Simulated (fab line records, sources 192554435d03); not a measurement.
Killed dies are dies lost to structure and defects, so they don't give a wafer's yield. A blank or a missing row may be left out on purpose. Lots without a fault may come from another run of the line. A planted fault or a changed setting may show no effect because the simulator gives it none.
One fault seen from 2 desks | flow n5_finfet | each desk has only its own numbers; what lay behind them comes last

THE METROLOGY DESK
What the gauges read, lot by lot, whatever tool the lot ran on: means of the sampled wafers that have a number. A lot is out of limits, marked OUT, if its mean lies more than 4 standard deviations from the usual mean; the brackets give that distance. Of its 10 readings 7 are shown: those that lie furthest out on some lot.
Columns: A = DIBL_N at N5_BEOL_M4_RC_MEAS_101, usual 37.1 mV/V; B = DIBL_P at N5_BEOL_M4_RC_MEAS_101, usual 38 mV/V; C = ION_N at N5_BEOL_M4_RC_MEAS_101, usual 678 uA/um; D = ION_P at N5_BEOL_M4_RC_MEAS_101, usual 467 uA/um; E = SS_P at N5_BEOL_M4_RC_MEAS_101, usual 73.7 mV/dec; F = VT_N at N5_BEOL_M4_RC_MEAS_101, usual 249 mV; G = VT_P at N5_BEOL_M4_RC_MEAS_101, usual -248 mV
lot  | first seen here | A    | B  | C   | D   | E    | F   | G
L857 | day 10 14:47    | 36.6 | 39 | 672 | 464 | 73.6 | 249 | -245
L863 | day 12 01:31    | 38.0 | 39 | 688 | 482 | 73.8 | 247 | -243
L862 | day 12 08:58    | 34.5 | 34 | 658 | 461 | 72.9 | 254 | -250
L875 | day 15 15:56    | 33.8 | 35 | 671 | 462 | 72.8 | 251 | -251
This desk's finding: nothing out of limits on any of the 4 lots.

THE DEFECT DESK
What the inspections along the route counted, lot by lot: means of the sampled wafers that have a number. A lot is out of limits, marked OUT, if its mean lies more than 4 standard deviations from the usual mean; the brackets give that distance.
Columns: A = raw_defect_count at N5_ZERO_LAYER_INSPECT_20, usual 34; B = raw_defect_count at N5_WELL_APT_INSPECT_10, usual 2.0; C = raw_defect_count at N5_WELL_APT_INSPECT_38, usual 13
lot  | first seen here | A              | B              | C
L857 | day 1 13:23     | 28             | 2.3            | 13
L862 | day 2 19:18     | 120 (+5.4) OUT | 87.7 (+61) OUT | 106 (+17) OUT
L863 | day 3 01:15     | 126 (+5.8) OUT | 91.7 (+64) OUT | 103 (+17) OUT
L875 | day 6 01:16     | 50             | 2.3            | 9
This desk's finding: out of limits on L862, L863; first on L862, day 2 19:18 (raw_defect_count at N5_ZERO_LAYER_INSPECT_20). In limits: L857, L875.

PUT TOGETHER
The defect desk could have raised an alarm at day 2 19:18, on L862, L863.
The metrology desk saw nothing out of limits.
The metrology desk has L862, L863 on record, within its limits.
Of the lots named, all ran N5_ZERO_LAYER_PRECLEAN_00 on wet_bench-01.

WHAT THE SIMULATOR HAD PUT IN
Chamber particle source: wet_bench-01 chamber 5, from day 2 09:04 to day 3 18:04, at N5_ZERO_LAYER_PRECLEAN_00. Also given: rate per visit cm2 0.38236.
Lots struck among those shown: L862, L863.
Hours from the fault's start to each desk's first reading out of limits: the defect desk, 10.
